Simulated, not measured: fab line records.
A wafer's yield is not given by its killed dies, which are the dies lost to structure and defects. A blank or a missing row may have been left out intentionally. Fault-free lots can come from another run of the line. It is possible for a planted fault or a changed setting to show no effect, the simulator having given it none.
Problem report in the 8D (eight disciplines) form, filled by code / flow n5 finfet / the parts of the form that need people (team, actions taken, sign-off) are left out

1. THE ISSUE
Mean of run length s at N5_BEOL_M4_CVD_47: 198.6 s across 2 wafers in 2 lots; on wafers with no fault it is 246.4 s (standard deviation 0.63). That is -76 standard deviations from the usual mean.
The step: deposits Co from CCTBA/H2, target thk 3 nm, time 223.8 s.
First observed at day 10 00:07: wafer L108.4, on cvd co-01. Wafers with a number at this step in the record: 28, from 10 lots. Rule for "out", or "out of limits": more than 4 standard deviations from the usual mean. Any other wafer with a number is counted as sound.

2. WHAT IT IS AND WHAT IT IS NOT
question=which readings at this step | is=run length s | is not=-
question=which lots | is=L108, L110 | is not=L101, L103, L104, L105, L119, L121, L122, L999
question=which wafers of those lots | is=L108.4, L110.6 | is not=L108.3, L110.3
question=read on which tools | is=cvd co-01 | is not=cvd co-02
question=when | is=from day 10 00:07 | is not=up to then (16 sound wafers); but 10 sound wafers of L110, L119, L121, L122 came after

3. SUSPECTS, AND WHAT RULES EACH OUT
Counting: a tool at a process step up to the reading stays a suspect if it ran every lot that is out. Sound lots after the first of them don't rule it out here, since some wafers of a struck lot are sound.
- cvd co-01 at N5_BEOL_M4_CVD_47 (deposits Co from CCTBA/H2, target thk 3 nm, time 223.8 s): kept. Every lot that is out went through it, the first being L108 (day 10 00:07); the last sound lot it ran before that was L105 (day 9 03:10). Out on those wafers are its own readings of run length s.
Remaining after the count: cvd co-01 at N5_BEOL_M4_CVD_47.

4. THE CAUSE (what the simulator had put in)
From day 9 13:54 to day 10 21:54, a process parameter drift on cvd co-01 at N5_BEOL_M4_CVD_47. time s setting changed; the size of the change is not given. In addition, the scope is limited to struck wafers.
The count eliminated every tool but this one.

5. THE EFFECT CHAIN, in route order
Each row: a reading whose mean over the struck wafers that have a number lies more than 3 standard deviations from the usual. Scope: only readings with a usual standard deviation given in the record; hours: median across lots of the time from each lot's start at the first step in this table that gives one to its start at this step; sigmas: change in usual standard deviations.
hours=0; step=N5_BEOL_M4_CVD_47; reading=run length s; usual=246.4 s; on struck wafers=198.6; change=-47.8; sigmas=-76
It contains these process steps:
- N5_BEOL_M4_CVD_47: deposits Co from CCTBA/H2, target thk 3 nm, time 223.8 s.
At these later measuring or inspecting steps, every struck wafer for which the step has a row has a number for every such reading, and none has moved that far: N5_BEOL_M4_RC_MEAS_101.

6. HOW IT WOULD HAVE BEEN CAUGHT EARLIER
In this record the first reading out of limits was taken at day 10 00:07, 10 hours after the fault began at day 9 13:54.
